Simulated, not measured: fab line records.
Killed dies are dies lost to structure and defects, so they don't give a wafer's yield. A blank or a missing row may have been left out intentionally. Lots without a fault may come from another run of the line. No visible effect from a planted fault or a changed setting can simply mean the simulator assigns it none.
fab line records || flow n5_finfet
record {"lots": 11, "wafers": 33, "last_day": 20}
route steps=1938 shown BEOL_M14@1757 BEOL_M15@1823 MIM_TOP@1838
lots that met no fault: taken from a fault-free run of the same line
start_h: the number of hours between the record's first day and the start of the first shown wafer of the lot || wait_h: hours since the lot's step before || " as in the row above || L1.1+2: a row that stands for several wafers || - value missing, or start not given || * or withheld: withheld || < > ~ a bound
route shown NAME@n: NAME is a module with steps in the file, n the number in the route of the first one || usual: the fault-free wafers' mean and standard deviation || same: alike in all rows || chamber/n: place in a boat || sites: readings site by site || _std_site: how widely they spread, as a standard deviation || _edge_site: outer sites' mean less inner sites' || radius_mm: for every site, how far away it sits from the centre of the wafer || mask NAME#n: copy n || behind: the last tool/chamber to shape the wafer || hold: cause of the lot's hold/its duration in hours/its outcome || device: which transistor (n, p or np) failed to switch || end of line: at the end of the route, the tests of the same wafers || a step with no rows: only its recipe || killed: at the first sort, the dies lost to defects and structure; wafer yield is something else || map: dies across one wafer; x = killed, . = not, _ = none there
set.NAME: the setting that was run; set.NAME@STEP: the one run at that earlier step || model.NAME: the simulator's own value behind a step, which no gauge read
a sample of lots followed through the steps of the route, with each step as a table and each wafer as a row
services: from which hour (start_h, from the record's first day; less than 0 if before it) a tool's chamber was out of use, for how many hours, and why
## steps
# step N5_BEOL_M14_ETCH_38
# recipe {"chemistry": "CF4/N2", "target": "SiCN", "target_depth_a": 1065, "taper_deg": 2, "time_s": 120.6, "ion_energy_ev": 150, "mask_material": "SiO2", "pressure_mtorr": 40, "source_w": 430, "bias_w": 70, "Ar_flow_sccm": 100, "cf4_flow_sccm": 60, "n2_flow_sccm": 60}
# usual {"drypump_motor_current_A": "5.7/0.5", "oes_product_au": "0.83/0.072", "rf_vpp_V": "383.4/2.2", "showerhead_plenum_p_Torr": "2.25/0.08", "throttle_valve_pct": "15.36/0.11"}
# same {"time_s": 120.6}
{"lot.wafer": "L696.1", "tool": "rie_diel-04", "chamber": 2, "start_h": "-", "wait_h": "-", "drypump_motor_current_A": 6.1, "oes_product_au": 0.76, "rf_hours_counter_h": 136, "rf_vpp_V": 380.7, "showerhead_plenum_p_Torr": 2.21, "throttle_valve_pct": 15.29}
{"lot.wafer": "L696.4", "tool": "rie_diel-04", "chamber": 2, "start_h": "-", "wait_h": "-", "drypump_motor_current_A": 6.1, "oes_product_au": 0.77, "rf_hours_counter_h": "-", "rf_vpp_V": 380.7, "showerhead_plenum_p_Torr": 2.21, "throttle_valve_pct": 15.30}
{"lot.wafer": "L696.5", "tool": "rie_diel-04", "chamber": 3, "start_h": "-", "wait_h": "-", "drypump_motor_current_A": 6.1, "oes_product_au": 0.90, "rf_hours_counter_h": "-", "rf_vpp_V": 385.7, "showerhead_plenum_p_Torr": 2.34, "throttle_valve_pct": 15.40}
{"lot.wafer": "L699.1", "tool": "rie_diel-04", "chamber": 0, "start_h": "-", "wait_h": "-", "drypump_motor_current_A": 5.3, "oes_product_au": 0.81, "rf_hours_counter_h": 91, "rf_vpp_V": 381.0, "showerhead_plenum_p_Torr": 2.14, "throttle_valve_pct": 15.38}
{"lot.wafer": "L699.4", "tool": "rie_diel-04", "chamber": 3, "start_h": "-", "wait_h": "-", "drypump_motor_current_A": 6.0, "oes_product_au": 0.89, "rf_hours_counter_h": "-", "rf_vpp_V": 385.5, "showerhead_plenum_p_Torr": 2.34, "throttle_valve_pct": 15.41}
{"lot.wafer": "L699.6", "tool": "rie_diel-04", "chamber": 2, "start_h": "-", "wait_h": "-", "drypump_motor_current_A": 6.1, "oes_product_au": 0.76, "rf_hours_counter_h": "-", "rf_vpp_V": 381.0, "showerhead_plenum_p_Torr": 2.20, "throttle_valve_pct": 15.30}
{"lot.wafer": "L701.2", "tool": "rie_diel-04", "chamber": 3, "start_h": "-", "wait_h": "-", "drypump_motor_current_A": 6.0, "oes_product_au": 0.90, "rf_hours_counter_h": 45, "rf_vpp_V": 384.6, "showerhead_plenum_p_Torr": 2.34, "throttle_valve_pct": 15.43}
{"lot.wafer": "L701.3", "tool": "rie_diel-04", "chamber": 1, "start_h": "-", "wait_h": "-", "drypump_motor_current_A": 5.1, "oes_product_au": 0.83, "rf_hours_counter_h": 64, "rf_vpp_V": 385.9, "showerhead_plenum_p_Torr": 2.32, "throttle_valve_pct": 15.12}
{"lot.wafer": "L701.6", "tool": "rie_diel-04", "chamber": 0, "start_h": "-", "wait_h": "-", "drypump_motor_current_A": 5.3, "oes_product_au": 0.81, "rf_hours_counter_h": "-", "rf_vpp_V": 381.0, "showerhead_plenum_p_Torr": 2.14, "throttle_valve_pct": 15.37}
{"lot.wafer": "L702.1", "tool": "rie_diel-01", "chamber": 1, "start_h": "-", "wait_h": "-", "drypump_motor_current_A": 5.1, "oes_product_au": 0.82, "rf_hours_counter_h": 82, "rf_vpp_V": 384.7, "showerhead_plenum_p_Torr": 2.33, "throttle_valve_pct": 15.42}
{"lot.wafer": "L702.4", "tool": "rie_diel-01", "chamber": 0, "start_h": "-", "wait_h": "-", "drypump_motor_current_A": 5.7, "oes_product_au": 0.76, "rf_hours_counter_h": 137, "rf_vpp_V": 382.4, "showerhead_plenum_p_Torr": 2.21, "throttle_valve_pct": 15.40}
{"lot.wafer": "L702.5", "tool": "rie_diel-01", "chamber": 3, "start_h": "-", "wait_h": "-", "drypump_motor_current_A": 6.3, "oes_product_au": 0.83, "rf_hours_counter_h": "-", "rf_vpp_V": 380.9, "showerhead_plenum_p_Torr": 2.15, "throttle_valve_pct": 15.49}
{"lot.wafer": "L700.4", "tool": "rie_diel-01", "chamber": 0, "start_h": "-", "wait_h": "-", "drypump_motor_current_A": 5.7, "oes_product_au": 0.76, "rf_hours_counter_h": 137, "rf_vpp_V": 384.1, "showerhead_plenum_p_Torr": 2.21, "throttle_valve_pct": 15.38}
{"lot.wafer": "L700.5", "tool": "rie_diel-01", "chamber": 2, "start_h": "-", "wait_h": "-", "drypump_motor_current_A": 5.3, "oes_product_au": 0.84, "rf_hours_counter_h": "-", "rf_vpp_V": 386.3, "showerhead_plenum_p_Torr": 2.33, "throttle_valve_pct": 15.32}
{"lot.wafer": "L700.6", "tool": "rie_diel-01", "chamber": 1, "start_h": "-", "wait_h": "-", "drypump_motor_current_A": 5.1, "oes_product_au": 0.82, "rf_hours_counter_h": "-", "rf_vpp_V": 385.9, "showerhead_plenum_p_Torr": 2.33, "throttle_valve_pct": 15.41}
{"lot.wafer": "L706.3", "tool": "rie_diel-04", "chamber": 1, "start_h": "-", "wait_h": "-", "drypump_motor_current_A": 5.1, "oes_product_au": 0.80, "rf_hours_counter_h": 76, "rf_vpp_V": 383.7, "showerhead_plenum_p_Torr": 2.32, "throttle_valve_pct": 15.14}
{"lot.wafer": "L706.4", "tool": "rie_diel-04", "chamber": 3, "start_h": "-", "wait_h": "-", "drypump_motor_current_A": 6.1, "oes_product_au": 0.86, "rf_hours_counter_h": 58, "rf_vpp_V": 385.3, "showerhead_plenum_p_Torr": 2.33, "throttle_valve_pct": 15.46}
{"lot.wafer": "L706.5", "tool": "rie_diel-04", "chamber": 2, "start_h": "-", "wait_h": "-", "drypump_motor_current_A": 6.1, "oes_product_au": 0.73, "rf_hours_counter_h": "-", "rf_vpp_V": 381.1, "showerhead_plenum_p_Torr": 2.20, "throttle_valve_pct": 15.34}
{"lot.wafer": "L711.1", "tool": "rie_diel-03", "chamber": 2, "start_h": "-", "wait_h": "-", "drypump_motor_current_A": 5.3, "oes_product_au": 0.94, "rf_hours_counter_h": 22, "rf_vpp_V": 386.0, "showerhead_plenum_p_Torr": 2.35, "throttle_valve_pct": 15.24}
{"lot.wafer": "L711.5", "tool": "rie_diel-03", "chamber": 1, "start_h": "-", "wait_h": "-", "drypump_motor_current_A": 6.5, "oes_product_au": 0.77, "rf_hours_counter_h": "-", "rf_vpp_V": 384.7, "showerhead_plenum_p_Torr": 2.30, "throttle_valve_pct": 15.51}
{"lot.wafer": "L711.6", "tool": "rie_diel-03", "chamber": 2, "start_h": "-", "wait_h": "-", "drypump_motor_current_A": 5.3, "oes_product_au": 0.94, "rf_hours_counter_h": "-", "rf_vpp_V": 385.8, "showerhead_plenum_p_Torr": 2.35, "throttle_valve_pct": 15.26}
{"lot.wafer": "L714.2", "tool": "rie_diel-01", "chamber": 3, "start_h": "-", "wait_h": "-", "drypump_motor_current_A": 6.3, "oes_product_au": 0.80, "rf_hours_counter_h": 104, "rf_vpp_V": 381.5, "showerhead_plenum_p_Torr": 2.14, "throttle_valve_pct": 15.54}
{"lot.wafer": "L714.3", "tool": "rie_diel-01", "chamber": 2, "start_h": "-", "wait_h": "-", "drypump_motor_current_A": 5.3, "oes_product_au": 0.81, "rf_hours_counter_h": 95, "rf_vpp_V": 383.7, "showerhead_plenum_p_Torr": 2.32, "throttle_valve_pct": 15.39}
{"lot.wafer": "L714.4", "tool": "rie_diel-01", "chamber": 0, "start_h": "-", "wait_h": "-", "drypump_motor_current_A": 5.7, "oes_product_au": 0.74, "rf_hours_counter_h": 165, "rf_vpp_V": 381.3, "showerhead_plenum_p_Torr": 2.20, "throttle_valve_pct": 15.45}
{"lot.wafer": "L716.1", "tool": "rie_diel-04", "chamber": 3, "start_h": "-", "wait_h": "-", "drypump_motor_current_A": 6.0, "oes_product_au": 0.84, "rf_hours_counter_h": 80, "rf_vpp_V": 385.1, "showerhead_plenum_p_Torr": 2.32, "throttle_valve_pct": 15.50}
{"lot.wafer": "L716.3", "tool": "rie_diel-04", "chamber": 2, "start_h": "-", "wait_h": "-", "drypump_motor_current_A": 6.1, "oes_product_au": 0.72, "rf_hours_counter_h": 178, "rf_vpp_V": 380.8, "showerhead_plenum_p_Torr": 2.19, "throttle_valve_pct": 15.38}
{"lot.wafer": "L716.6", "tool": "rie_diel-04", "chamber": 2, "start_h": "-", "wait_h": "-", "drypump_motor_current_A": 6.1, "oes_product_au": 0.72, "rf_hours_counter_h": "-", "rf_vpp_V": 382.5, "showerhead_plenum_p_Torr": 2.19, "throttle_valve_pct": 15.35}
{"lot.wafer": "L717.2", "tool": "rie_diel-01", "chamber": 2, "start_h": "-", "wait_h": "-", "drypump_motor_current_A": 5.3, "oes_product_au": 0.79, "rf_hours_counter_h": 105, "rf_vpp_V": 384.6, "showerhead_plenum_p_Torr": 2.31, "throttle_valve_pct": 15.40}
{"lot.wafer": "L717.4", "tool": "rie_diel-01", "chamber": 3, "start_h": "-", "wait_h": "-", "drypump_motor_current_A": 6.3, "oes_product_au": 0.79, "rf_hours_counter_h": 114, "rf_vpp_V": 379.5, "showerhead_plenum_p_Torr": 2.14, "throttle_valve_pct": 15.56}
{"lot.wafer": "L717.6", "tool": "rie_diel-01", "chamber": 1, "start_h": "-", "wait_h": "-", "drypump_motor_current_A": 5.1, "oes_product_au": 0.78, "rf_hours_counter_h": "-", "rf_vpp_V": 384.3, "showerhead_plenum_p_Torr": 2.31, "throttle_valve_pct": 15.49}
{"lot.wafer": "L718.1", "tool": "rie_diel-03", "chamber": 1, "start_h": "-", "wait_h": "-", "drypump_motor_current_A": 6.5, "oes_product_au": 0.76, "rf_hours_counter_h": 154, "rf_vpp_V": 385.6, "showerhead_plenum_p_Torr": 2.30, "throttle_valve_pct": 15.54}
{"lot.wafer": "L718.2", "tool": "rie_diel-03", "chamber": 3, "start_h": "-", "wait_h": "-", "drypump_motor_current_A": 4.8, "oes_product_au": 0.94, "rf_hours_counter_h": 29, "rf_vpp_V": 383.4, "showerhead_plenum_p_Torr": 2.25, "throttle_valve_pct": 15.36}
{"lot.wafer": "L718.5", "tool": "rie_diel-03", "chamber": 3, "start_h": "-", "wait_h": "-", "drypump_motor_current_A": 4.8, "oes_product_au": 0.94, "rf_hours_counter_h": "-", "rf_vpp_V": 382.8, "showerhead_plenum_p_Torr": 2.25, "throttle_valve_pct": 15.36}
# step N5_BEOL_M14_PRE_CLEAN_42
# recipe {"gas": "H2/He", "time_s": 30, "temp_c": 300}
# usual {"heater_power_w": "459/29"}
# same {"time_s": 30}
{"lot.wafer": "L696.1", "tool": "pvd_sputter-03", "chamber": "-", "start_h": 300.62, "wait_h": 0.0, "heater_power_w": 449}
{"lot.wafer": "L696.4", "tool": "pvd_sputter-03", "chamber": "-", "start_h": 300.62, "wait_h": 0.0, "heater_power_w": 499}
{"lot.wafer": "L696.5", "tool": "pvd_sputter-03", "chamber": "-", "start_h": 300.62, "wait_h": 0.0, "heater_power_w": 455}
{"lot.wafer": "L699.1", "tool": "pvd_sputter-01", "chamber": "-", "start_h": 315.68, "wait_h": 0.0, "heater_power_w": 474}
{"lot.wafer": "L699.4", "tool": "pvd_sputter-01", "chamber": "-", "start_h": 315.68, "wait_h": 0.0, "heater_power_w": 449}
{"lot.wafer": "L699.6", "tool": "pvd_sputter-01", "chamber": "-", "start_h": 315.68, "wait_h": 0.0, "heater_power_w": 409}
{"lot.wafer": "L701.2", "tool": "pvd_sputter-03", "chamber": "-", "start_h": 318.02, "wait_h": 0.0, "heater_power_w": 451}
{"lot.wafer": "L701.3", "tool": "pvd_sputter-03", "chamber": "-", "start_h": 318.02, "wait_h": 0.0, "heater_power_w": 487}
{"lot.wafer": "L701.6", "tool": "pvd_sputter-03", "chamber": "-", "start_h": 318.02, "wait_h": 0.0, "heater_power_w": 442}
{"lot.wafer": "L702.1", "tool": "pvd_sputter-03", "chamber": "-", "start_h": 319.10, "wait_h": 0.0, "heater_power_w": 455}
{"lot.wafer": "L702.4", "tool": "pvd_sputter-03", "chamber": "-", "start_h": 319.10, "wait_h": 0.0, "heater_power_w": 404}
{"lot.wafer": "L702.5", "tool": "pvd_sputter-03", "chamber": "-", "start_h": 319.10, "wait_h": 0.0, "heater_power_w": 460}
{"lot.wafer": "L700.4", "tool": "pvd_sputter-02", "chamber": "-", "start_h": 319.26, "wait_h": 0.0, "heater_power_w": 450}
{"lot.wafer": "L700.5", "tool": "pvd_sputter-02", "chamber": "-", "start_h": 319.26, "wait_h": 0.0, "heater_power_w": 447}
{"lot.wafer": "L700.6", "tool": "pvd_sputter-02", "chamber": "-", "start_h": 319.26, "wait_h": 0.0, "heater_power_w": 481}
{"lot.wafer": "L706.3", "tool": "pvd_sputter-03", "chamber": "-", "start_h": 353.49, "wait_h": 0.0, "heater_power_w": 447}
{"lot.wafer": "L706.4", "tool": "pvd_sputter-03", "chamber": "-", "start_h": 353.49, "wait_h": 0.0, "heater_power_w": 495}
{"lot.wafer": "L706.5", "tool": "pvd_sputter-03", "chamber": "-", "start_h": 353.49, "wait_h": 0.0, "heater_power_w": 445}
{"lot.wafer": "L711.1", "tool": "pvd_sputter-01", "chamber": "-", "start_h": 387.18, "wait_h": 0.0, "heater_power_w": 411}
{"lot.wafer": "L711.5", "tool": "pvd_sputter-01", "chamber": "-", "start_h": 387.18, "wait_h": 0.0, "heater_power_w": 408}
{"lot.wafer": "L711.6", "tool": "pvd_sputter-01", "chamber": "-", "start_h": 387.18, "wait_h": 0.0, "heater_power_w": 462}
{"lot.wafer": "L714.2", "tool": "pvd_sputter-01", "chamber": "-", "start_h": 392.58, "wait_h": 0.0, "heater_power_w": 407}
{"lot.wafer": "L714.3", "tool": "pvd_sputter-01", "chamber": "-", "start_h": 392.58, "wait_h": 0.0, "heater_power_w": 469}
{"lot.wafer": "L714.4", "tool": "pvd_sputter-01", "chamber": "-", "start_h": 392.58, "wait_h": 0.0, "heater_power_w": 471}
{"lot.wafer": "L716.1", "tool": "pvd_sputter-01", "chamber": "-", "start_h": 420.60, "wait_h": 0.0, "heater_power_w": 457}
{"lot.wafer": "L716.3", "tool": "pvd_sputter-01", "chamber": "-", "start_h": 420.60, "wait_h": 0.0, "heater_power_w": 474}
{"lot.wafer": "L716.6", "tool": "pvd_sputter-01", "chamber": "-", "start_h": 420.60, "wait_h": 0.0, "heater_power_w": 400}
{"lot.wafer": "L717.2", "tool": "pvd_sputter-03", "chamber": "-", "start_h": 420.79, "wait_h": 0.0, "heater_power_w": 417}
{"lot.wafer": "L717.4", "tool": "pvd_sputter-03", "chamber": "-", "start_h": 420.79, "wait_h": 0.0, "heater_power_w": 453}
{"lot.wafer": "L717.6", "tool": "pvd_sputter-03", "chamber": "-", "start_h": 420.79, "wait_h": 0.0, "heater_power_w": 482}
{"lot.wafer": "L718.1", "tool": "pvd_sputter-03", "chamber": "-", "start_h": 443.36, "wait_h": 0.0, "heater_power_w": 414}
{"lot.wafer": "L718.2", "tool": "pvd_sputter-03", "chamber": "-", "start_h": 443.36, "wait_h": 0.0, "heater_power_w": 440}
{"lot.wafer": "L718.5", "tool": "pvd_sputter-03", "chamber": "-", "start_h": 443.36, "wait_h": 0.0, "heater_power_w": 497}
# step N5_BEOL_M15_ANNEAL_48
# recipe {"temp_c": 225, "time_s": 90, "ambient": "N2"}
# usual {"wafer_temp_C_max": "225.70/0.21"}
# same {"time_s": 90}
{"lot.wafer": "L696.1", "tool": "rtp_anneal-01", "chamber": 0, "start_h": 309.12, "wait_h": 0.2, "wafer_temp_C_max": 225.85}
{"lot.wafer": "L696.4", "tool": "rtp_anneal-01", "chamber": 0, "start_h": 309.12, "wait_h": 0.2, "wafer_temp_C_max": 225.55}
{"lot.wafer": "L696.5", "tool": "rtp_anneal-01", "chamber": 0, "start_h": 309.12, "wait_h": 0.2, "wafer_temp_C_max": 225.96}
{"lot.wafer": "L699.1", "tool": "rtp_anneal-01", "chamber": 0, "start_h": 323.76, "wait_h": 0.3, "wafer_temp_C_max": 225.51}
{"lot.wafer": "L699.4", "tool": "rtp_anneal-01", "chamber": 0, "start_h": 323.76, "wait_h": 0.3, "wafer_temp_C_max": 225.93}
{"lot.wafer": "L699.6", "tool": "rtp_anneal-01", "chamber": 0, "start_h": 323.76, "wait_h": 0.3, "wafer_temp_C_max": 225.68}
{"lot.wafer": "L701.2", "tool": "rtp_anneal-01", "chamber": 0, "start_h": 324.39, "wait_h": 0.2, "wafer_temp_C_max": 225.36}
{"lot.wafer": "L701.3", "tool": "rtp_anneal-01", "chamber": 0, "start_h": 324.39, "wait_h": 0.2, "wafer_temp_C_max": 225.53}
{"lot.wafer": "L701.6", "tool": "rtp_anneal-01", "chamber": 0, "start_h": 324.39, "wait_h": 0.2, "wafer_temp_C_max": 225.88}
{"lot.wafer": "L702.1", "tool": "rtp_anneal-02", "chamber": 0, "start_h": 326.49, "wait_h": 0.2, "wafer_temp_C_max": 225.73}
{"lot.wafer": "L702.4", "tool": "rtp_anneal-02", "chamber": 0, "start_h": 326.49, "wait_h": 0.2, "wafer_temp_C_max": 226.01}
{"lot.wafer": "L702.5", "tool": "rtp_anneal-02", "chamber": 0, "start_h": 326.49, "wait_h": 0.2, "wafer_temp_C_max": 225.71}
{"lot.wafer": "L700.4", "tool": "rtp_anneal-02", "chamber": 0, "start_h": 326.89, "wait_h": 0.5, "wafer_temp_C_max": 225.61}
{"lot.wafer": "L700.5", "tool": "rtp_anneal-02", "chamber": 0, "start_h": 326.89, "wait_h": 0.5, "wafer_temp_C_max": 225.39}
{"lot.wafer": "L700.6", "tool": "rtp_anneal-02", "chamber": 0, "start_h": 326.89, "wait_h": 0.5, "wafer_temp_C_max": 225.77}
{"lot.wafer": "L706.3", "tool": "rtp_anneal-02", "chamber": 0, "start_h": 361.54, "wait_h": 0.6, "wafer_temp_C_max": 208.95}
{"lot.wafer": "L706.4", "tool": "rtp_anneal-02", "chamber": 0, "start_h": 361.54, "wait_h": 0.6, "wafer_temp_C_max": 208.83}
{"lot.wafer": "L706.5", "tool": "rtp_anneal-02", "chamber": 0, "start_h": 361.54, "wait_h": 0.6, "wafer_temp_C_max": 209.17}
{"lot.wafer": "L711.1", "tool": "rtp_anneal-02", "chamber": 0, "start_h": 394.93, "wait_h": 0.5, "wafer_temp_C_max": 209.00}
{"lot.wafer": "L711.5", "tool": "rtp_anneal-02", "chamber": 0, "start_h": 394.93, "wait_h": 0.5, "wafer_temp_C_max": 208.85}
{"lot.wafer": "L711.6", "tool": "rtp_anneal-02", "chamber": 0, "start_h": 394.93, "wait_h": 0.5, "wafer_temp_C_max": 209.13}
{"lot.wafer": "L714.2", "tool": "rtp_anneal-01", "chamber": 0, "start_h": 398.21, "wait_h": 0.5, "wafer_temp_C_max": 225.55}
{"lot.wafer": "L714.3", "tool": "rtp_anneal-01", "chamber": 0, "start_h": 398.21, "wait_h": 0.5, "wafer_temp_C_max": 226.01}
{"lot.wafer": "L714.4", "tool": "rtp_anneal-01", "chamber": 0, "start_h": 398.21, "wait_h": 0.5, "wafer_temp_C_max": 225.34}
{"lot.wafer": "L717.2", "tool": "rtp_anneal-01", "chamber": 0, "start_h": 426.39, "wait_h": 0.2, "wafer_temp_C_max": 225.55}
{"lot.wafer": "L717.4", "tool": "rtp_anneal-01", "chamber": 0, "start_h": 426.39, "wait_h": 0.2, "wafer_temp_C_max": 225.58}
{"lot.wafer": "L717.6", "tool": "rtp_anneal-01", "chamber": 0, "start_h": 426.39, "wait_h": 0.2, "wafer_temp_C_max": 225.76}
{"lot.wafer": "L716.1", "tool": "rtp_anneal-01", "chamber": 0, "start_h": 426.62, "wait_h": 0.4, "wafer_temp_C_max": 225.61}
{"lot.wafer": "L716.3", "tool": "rtp_anneal-01", "chamber": 0, "start_h": 426.62, "wait_h": 0.4, "wafer_temp_C_max": 225.57}
{"lot.wafer": "L716.6", "tool": "rtp_anneal-01", "chamber": 0, "start_h": 426.62, "wait_h": 0.4, "wafer_temp_C_max": 225.65}
{"lot.wafer": "L718.1", "tool": "rtp_anneal-02", "chamber": 0, "start_h": 450.81, "wait_h": 0.2, "wafer_temp_C_max": 225.76}
{"lot.wafer": "L718.2", "tool": "rtp_anneal-02", "chamber": 0, "start_h": 450.81, "wait_h": 0.2, "wafer_temp_C_max": 225.65}
{"lot.wafer": "L718.5", "tool": "rtp_anneal-02", "chamber": 0, "start_h": 450.81, "wait_h": 0.2, "wafer_temp_C_max": 225.68}
# step N5_MIM_TOP_SPUTTER_03
# recipe {"material": "TiN", "target_thk_a": 350, "temp_c": 200, "power_w": 3000, "chamber_pressure_pa": 0.49996, "gas": "Ar", "reactive_partial_pa": 0.37997, "time_s": 89.7}
# usual {"throttle_valve_pct": "30.5/0.66"}
# same {"time_s": 89.7}
{"lot.wafer": "L696.1", "tool": "pvd_sputter-02", "chamber": "-", "start_h": 314.18, "wait_h": 0.0, "throttle_valve_pct": 31.2}
{"lot.wafer": "L696.4", "tool": "pvd_sputter-02", "chamber": "-", "start_h": 314.18, "wait_h": 0.0, "throttle_valve_pct": 30.1}
{"lot.wafer": "L696.5", "tool": "pvd_sputter-02", "chamber": "-", "start_h": 314.18, "wait_h": 0.0, "throttle_valve_pct": 29.5}
{"lot.wafer": "L699.1", "tool": "pvd_sputter-02", "chamber": "-", "start_h": 326.53, "wait_h": 0.0, "throttle_valve_pct": 29.7}
{"lot.wafer": "L699.4", "tool": "pvd_sputter-02", "chamber": "-", "start_h": 326.53, "wait_h": 0.0, "throttle_valve_pct": 29.9}
{"lot.wafer": "L699.6", "tool": "pvd_sputter-02", "chamber": "-", "start_h": 326.53, "wait_h": 0.0, "throttle_valve_pct": 31.1}
{"lot.wafer": "L701.2", "tool": "pvd_sputter-02", "chamber": "-", "start_h": 328.17, "wait_h": 0.0, "throttle_valve_pct": 30.1}
{"lot.wafer": "L701.3", "tool": "pvd_sputter-02", "chamber": "-", "start_h": 328.17, "wait_h": 0.0, "throttle_valve_pct": 30.0}
{"lot.wafer": "L701.6", "tool": "pvd_sputter-02", "chamber": "-", "start_h": 328.17, "wait_h": 0.0, "throttle_valve_pct": 31.1}
{"lot.wafer": "L702.1", "tool": "pvd_sputter-03", "chamber": "-", "start_h": 330.89, "wait_h": 0.0, "throttle_valve_pct": 29.7}
{"lot.wafer": "L702.4", "tool": "pvd_sputter-03", "chamber": "-", "start_h": 330.89, "wait_h": 0.0, "throttle_valve_pct": 31.0}
{"lot.wafer": "L702.5", "tool": "pvd_sputter-03", "chamber": "-", "start_h": 330.89, "wait_h": 0.0, "throttle_valve_pct": 30.3}
{"lot.wafer": "L700.4", "tool": "pvd_sputter-01", "chamber": "-", "start_h": 331.67, "wait_h": 0.0, "throttle_valve_pct": 30.9}
{"lot.wafer": "L700.5", "tool": "pvd_sputter-01", "chamber": "-", "start_h": 331.67, "wait_h": 0.0, "throttle_valve_pct": 32.0}
{"lot.wafer": "L700.6", "tool": "pvd_sputter-01", "chamber": "-", "start_h": 331.67, "wait_h": 0.0, "throttle_valve_pct": 30.1}
{"lot.wafer": "L706.3", "tool": "pvd_sputter-01", "chamber": "-", "start_h": 365.30, "wait_h": 0.0, "throttle_valve_pct": 30.4}
{"lot.wafer": "L706.4", "tool": "pvd_sputter-01", "chamber": "-", "start_h": 365.30, "wait_h": 0.0, "throttle_valve_pct": 30.9}
{"lot.wafer": "L706.5", "tool": "pvd_sputter-01", "chamber": "-", "start_h": 365.30, "wait_h": 0.0, "throttle_valve_pct": 31.5}
{"lot.wafer": "L711.1", "tool": "pvd_sputter-02", "chamber": "-", "start_h": 400.13, "wait_h": 0.0, "throttle_valve_pct": 30.0}
{"lot.wafer": "L711.5", "tool": "pvd_sputter-02", "chamber": "-", "start_h": 400.13, "wait_h": 0.0, "throttle_valve_pct": 30.2}
{"lot.wafer": "L711.6", "tool": "pvd_sputter-02", "chamber": "-", "start_h": 400.13, "wait_h": 0.0, "throttle_valve_pct": 30.5}
{"lot.wafer": "L714.2", "tool": "pvd_sputter-02", "chamber": "-", "start_h": 403.45, "wait_h": 0.0, "throttle_valve_pct": 30.1}
{"lot.wafer": "L714.3", "tool": "pvd_sputter-02", "chamber": "-", "start_h": 403.45, "wait_h": 0.0, "throttle_valve_pct": 29.9}
{"lot.wafer": "L714.4", "tool": "pvd_sputter-02", "chamber": "-", "start_h": 403.45, "wait_h": 0.0, "throttle_valve_pct": 31.2}
{"lot.wafer": "L717.2", "tool": "pvd_sputter-03", "chamber": "-", "start_h": 430.73, "wait_h": 0.0, "throttle_valve_pct": 30.1}
{"lot.wafer": "L717.4", "tool": "pvd_sputter-03", "chamber": "-", "start_h": 430.73, "wait_h": 0.0, "throttle_valve_pct": 30.3}
{"lot.wafer": "L717.6", "tool": "pvd_sputter-03", "chamber": "-", "start_h": 430.73, "wait_h": 0.0, "throttle_valve_pct": 30.7}
{"lot.wafer": "L716.1", "tool": "pvd_sputter-01", "chamber": "-", "start_h": 430.89, "wait_h": 0.0, "throttle_valve_pct": 31.5}
{"lot.wafer": "L716.3", "tool": "pvd_sputter-01", "chamber": "-", "start_h": 430.89, "wait_h": 0.0, "throttle_valve_pct": 30.9}
{"lot.wafer": "L716.6", "tool": "pvd_sputter-01", "chamber": "-", "start_h": 430.89, "wait_h": 0.0, "throttle_valve_pct": 30.5}
{"lot.wafer": "L718.1", "tool": "pvd_sputter-02", "chamber": "-", "start_h": 455.78, "wait_h": 0.0, "throttle_valve_pct": 29.9}
{"lot.wafer": "L718.2", "tool": "pvd_sputter-02", "chamber": "-", "start_h": 455.78, "wait_h": 0.0, "throttle_valve_pct": 30.1}
{"lot.wafer": "L718.5", "tool": "pvd_sputter-02", "chamber": "-", "start_h": 455.78, "wait_h": 0.0, "throttle_valve_pct": 30.2}
## services
{"tool": "rie_diel-04", "chamber": 1, "start_h": 294.03, "hours": 23.1, "kind": "repair"}
{"tool": "pvd_sputter-02", "chamber": "-", "start_h": 295.39, "hours": 5.2, "kind": "repair"}
{"tool": "rie_diel-03", "chamber": 2, "start_h": 313.71, "hours": "-", "kind": "clean"}
{"tool": "rie_diel-03", "chamber": 2, "start_h": 313.71, "hours": "-", "kind": "consumable_replace:focus_ring"}
{"tool": "rie_diel-03", "chamber": 2, "start_h": 313.71, "hours": "-", "kind": "consumable_replace:showerhead"}
{"tool": "rie_diel-03", "chamber": 2, "start_h": 313.71, "hours": 17.9, "kind": "scheduled_down"}
{"tool": "rie_diel-03", "chamber": 2, "start_h": 313.71, "hours": 17.9, "kind": "vent_cycle"}
{"tool": "rie_diel-03", "chamber": 3, "start_h": 331.61, "hours": "-", "kind": "clean"}
{"tool": "rie_diel-03", "chamber": 3, "start_h": 331.61, "hours": "-", "kind": "consumable_replace:focus_ring"}
{"tool": "rie_diel-03", "chamber": 3, "start_h": 331.61, "hours": 20.4, "kind": "scheduled_down"}
{"tool": "rie_diel-03", "chamber": 3, "start_h": 331.61, "hours": 20.4, "kind": "vent_cycle"}
{"tool": "rie_diel-03", "chamber": "-", "start_h": 353.27, "hours": 4.3, "kind": "pm"}
{"tool": "pvd_sputter-02", "chamber": "-", "start_h": 366.81, "hours": 8.6, "kind": "repair"}
{"tool": "rtp_anneal-02", "chamber": "-", "start_h": 383.37, "hours": 2.9, "kind": "pm"}
{"tool": "pvd_sputter-02", "chamber": "-", "start_h": 396.80, "hours": 1.1, "kind": "repair"}
{"tool": "rtp_anneal-01", "chamber": "-", "start_h": 453.90, "hours": 3.8, "kind": "pm"}
## key
first_sign {"step": "N5_BEOL_M15_ANNEAL_48", "reading": "wafer_temp_C_max", "direction": "down", "sigmas": 79, "usual": "*", "struck": "*"}
effect none on later readings
met_at N5_BEOL_M15_ANNEAL_48
struck_lots L706,L711
not_acting_at N5_BEOL_M14_ETCH_38,N5_BEOL_M14_PRE_CLEAN_42,N5_MIM_TOP_SPUTTER_03
onset_between 326.89 361.54
fault {"kind": "process_parameter_drift", "tool": "rtp_anneal-02", "chamber": "-", "onset_h": 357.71, "steps": "N5_BEOL_M15_ANNEAL_48", "channel": "temp_c", "offset": "*", "shape": "step", "end_h": 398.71, "acts_in": "*", "stated": "*"}
